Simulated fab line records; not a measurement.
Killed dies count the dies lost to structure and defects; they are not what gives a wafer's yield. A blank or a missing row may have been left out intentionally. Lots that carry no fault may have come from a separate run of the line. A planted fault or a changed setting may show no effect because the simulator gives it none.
Split-lot experiment | flow n5Finfet | 39 wafers read from 7 lots, route of 1938 steps

## ON THE SPLIT
At N5_HKMG_FIN_HK_ALD_01 (deposits HfO2, target thk 1.6 nm, pulse time 3 s, purge time 3 s), the setting aldCycles was moved away from the recipe's 30 on 15 of the 39 wafers read, by -16.7% to +16.7%. All remaining wafers had this setting at the recipe value.

## FROM THE SPLIT TO THE READING: what the file shows between them, 4 steps
- N5_HKMG_FIN_HK_ANNEAL_02: time 30 s
- N5_HKMG_FIN_ALD_74: deposits La2O3, target thk 0.5 nm, pulse time 6 s, co reactant pulse time 1 s
- N5_HKMG_FIN_WET_ETCH_82: etches La2O3 in dHCl, stops on HfO2, target depth 2 nm, rinse time 30 s
- N5_HKMG_FIN_ALD_36: deposits TiN, target thk 1 nm, pulse time 1 s, purge time 3 s

## THE READING
HK_THK, in nm, at N5_HKMG_FIN_THK_MEAS_70 (measures by xrf). Fault-free wafers of this fab line usually give 1.600 nm, standard deviation 0.02 nm.

wafer  | tool, chamber at the split | aldCycles as run | against the recipe | HK_THK, nm | against lot-mates on the recipe
L074.1 | aldHk-02, 1,0,1            | 35               | +16.7%             | 1.863      | +0.269
L074.2 | aldHk-02, 3,2,0            | 30               | recipe             | 1.594      | -
L074.3 | aldHk-02, 1,0,1            | 35               | +16.7%             | 1.871      | +0.277
L074.4 | aldHk-02, 3,2,0            | 30               | recipe             | 1.589      | -
L074.5 | aldHk-02, 1,0,1            | 35               | +16.7%             | 1.876      | +0.282
L074.6 | aldHk-02, 3,2,0            | 30               | recipe             | 1.600      | -
L076.1 | aldHk-02, 0,3,0            | 28               | -6.7%              | 1.512      | -0.095
L076.2 | aldHk-02, 0,3,0            | 28               | -6.7%              | 1.491      | -0.116
L076.3 | aldHk-02, 1,2,3            | 30               | recipe             | 1.624      | -
L076.4 | aldHk-02, 1,2,3            | 30               | recipe             | 1.608      | -
L076.5 | aldHk-02, 0,3,0            | 28               | -6.7%              | 1.482      | -0.125
L076.6 | aldHk-02, 1,2,3            | 30               | recipe             | 1.588      | -
L080.4 | aldHk-02, 1,3,0            | 30               | recipe             | 1.577      | -
L080.5 | aldHk-02, 1,3,0            | 30               | recipe             | 1.543      | -
L080.6 | aldHk-02, 1,3,0            | 30               | recipe             | 1.565      | -
L086.1 | aldHk-01, 3,1,0,2,3,2      | 30               | recipe             | 1.585      | -
L086.2 | aldHk-01, 3,1,0,2,3,2      | 30               | recipe             | 1.590      | -
L086.3 | aldHk-01, 3,1,0,2,3,2      | 30               | recipe             | 1.602      | -
L086.4 | aldHk-01, 3,1,0,2,3,2      | 30               | recipe             | 1.581      | -
L086.5 | aldHk-01, 3,1,0,2,3,2      | 30               | recipe             | 1.585      | -
L086.6 | aldHk-01, 3,1,0,2,3,2      | 30               | recipe             | 1.611      | -
L090.1 | aldHk-01, 3,2,0            | 35               | +16.7%             | 1.889      | +0.286
L090.2 | aldHk-01, 3,2,0            | 35               | +16.7%             | 1.861      | +0.258
L090.3 | aldHk-01, 0,1,1            | 30               | recipe             | 1.624      | -
L090.4 | aldHk-01, 0,1,1            | 30               | recipe             | 1.587      | -
L090.5 | aldHk-01, 0,1,1            | 30               | recipe             | 1.599      | -
L090.6 | aldHk-01, 3,2,0            | 35               | +16.7%             | 1.881      | +0.278
L092.1 | aldHk-03, 1,3,3            | 27               | -10.0%             | 1.454      | -0.138
L092.2 | aldHk-03, 0,2,0            | 30               | recipe             | 1.571      | -
L092.3 | aldHk-03, 0,2,0            | 30               | recipe             | 1.605      | -
L092.4 | aldHk-03, 1,3,3            | 27               | -10.0%             | 1.433      | -0.159
L092.5 | aldHk-03, 1,3,3            | 27               | -10.0%             | 1.451      | -0.141
L092.6 | aldHk-03, 0,2,0            | 30               | recipe             | 1.600      | -
L094.1 | aldHk-03, 2,1,3            | 30               | recipe             | 1.614      | -
L094.2 | aldHk-03, 2,1,3            | 30               | recipe             | 1.610      | -
L094.3 | aldHk-03, 0,3,0            | 25               | -16.7%             | 1.340      | -0.273
L094.4 | aldHk-03, 0,3,0            | 25               | -16.7%             | 1.331      | -0.282
L094.5 | aldHk-03, 2,1,3            | 30               | recipe             | 1.615      | -
L094.6 | aldHk-03, 0,3,0            | 25               | -16.7%             | 1.348      | -0.265
The file does not say which wafer passed through which chamber wherever a row lists several chambers: such a row stands for several wafers.

THE FIT
A straight line over all 39 wafers: HK_THK changes by +0.0161 nm for each +1% of aldCycles; r = +0.99; the points scatter about the line by 0.017 nm.
The same after taking each lot's own level away (the mean of its wafers on the recipe; 39 wafers): +0.0163 nm for each +1%; r = +1.00; scatter 0.012 nm.
That fit puts the effect of the largest move of aldCycles on the reading at 0.27 nm.
Across the lots, their own levels run from 1.5617 to 1.6130 nm, a range of 2.6 times the standard deviation given above.
Hence the lot-to-lot level has little effect on the slope; both slopes agree.
Check: for one of the wafers moved furthest among these (+16.7%), held out of the fit, the line's prediction against its lot-mates is +0.273 nm. It came out at +0.269 nm against them.

## OTHER SPLITS APPLIED TO THESE WAFERS
Before the reading, these wafers also passed through other splits. Each is held against what the fit with the lots' levels taken away leaves over:
other split on the same wafers | wafers away from the commonest value | r with HK_THK (lot level and that fit taken away)
N5_DUMMY_GATE_EXPOSE_12 doseMj | 15                                   | -0.21

## FILE'S OWN FIT
HK_THK changes by +0.0163 nm for each +1% of aldCycles, r = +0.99.
